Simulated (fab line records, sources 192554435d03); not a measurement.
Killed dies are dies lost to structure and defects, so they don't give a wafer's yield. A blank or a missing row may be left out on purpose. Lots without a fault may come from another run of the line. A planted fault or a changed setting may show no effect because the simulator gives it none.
Chamber matching | flow n5_finfet | N5_FIN_CUT_CUT_ETCH_15 on rie_si-02: 4 sister chambers
The step etches Si in HBr/Cl2/O2, target depth 100 nm, bt time 10 s, time 42.4 s. 16 wafers are shown with their chamber, then 8 later ones without.

WAFERS WITH THEIR CHAMBER
wafer  | chamber | drypump_motor_current_A (A) | throttle_valve_pct (%) | oes_product_au (a.u.)
L075.1 | 2       | 6.0                         | 37.42                  | 0.996
L075.5 | 1       | 6.2                         | 36.80                  | 0.974
L075.6 | 2       | 6.0                         | 37.41                  | 0.990
L087.3 | 0       | 5.0                         | 37.06                  | 0.973
L087.4 | 1       | 6.2                         | 36.81                  | 0.984
L087.6 | 0       | 4.9                         | 37.05                  | 0.973
L088.1 | 3       | 6.3                         | 36.84                  | 1.003
L088.2 | 0       | 4.9                         | 37.04                  | 0.966
L088.6 | 3       | 6.3                         | 36.84                  | 1.000
L089.1 | 1       | 6.2                         | 36.80                  | 0.973
L089.2 | 3       | 6.3                         | 36.85                  | 0.999
L089.4 | 0       | 4.9                         | 37.07                  | 0.971
L092.1 | 1       | 6.2                         | 36.78                  | 0.981
L092.2 | 2       | 6.0                         | 37.43                  | 0.991
L092.3 | 0       | 4.9                         | 37.05                  | 0.970
L093.3 | 2       | 6.0                         | 37.44                  | 0.994

SIGNATURES (means of the wafers above)
reading                 | chamber 0 | chamber 1 | chamber 2 | chamber 3 | scatter within a chamber
drypump_motor_current_A | 4.920     | 6.200     | 6.000     | 6.300     | 0.0258
throttle_valve_pct      | 37.0540   | 36.7975   | 37.4250   | 36.8433   | 0.0114
oes_product_au          | 0.97060   | 0.97800   | 0.99275   | 1.00067   | 0.00354
Rule: a wafer's distance from a chamber is the root of the sum, over the readings, of the square of ((its reading less the chamber's mean) divided by the reading's scatter). The wafer belongs to the nearest chamber; if the next one is less than 2 further off, it can't be placed. The scatter: the root of (the sum of the squares of (reading less its chamber's mean) over the shown wafers, divided by (wafers less chambers)).

WAFERS WITHOUT THEIR CHAMBER
wafer  | drypump_motor_current_A (A) | throttle_valve_pct (%) | oes_product_au (a.u.)
L093.4 | 6.3                         | 36.85                  | 0.997
L093.6 | 4.9                         | 37.05                  | 0.966
L094.1 | 6.3                         | 36.86                  | 1.002
L094.4 | 6.2                         | 36.81                  | 0.974
L094.6 | 6.3                         | 36.85                  | 0.991
L097.1 | 6.3                         | 36.79                  | 0.973
L097.4 | 6.3                         | 36.85                  | 0.998
L097.6 | 6.2                         | 36.79                  | 0.967

WHICH CHAMBER EACH WENT THROUGH
wafer  | from the rows above | in truth
L093.4 | 3                   | 3
L093.6 | 0                   | 0
L094.1 | 3                   | 3
L094.4 | 1                   | 1
L094.6 | 3                   | 3
L097.1 | 1                   | 1
L097.4 | 3                   | 3
L097.6 | 1                   | 1
Placed correctly: 8 of 8. Can't be placed from these rows: 0. Placed wrongly: 0.
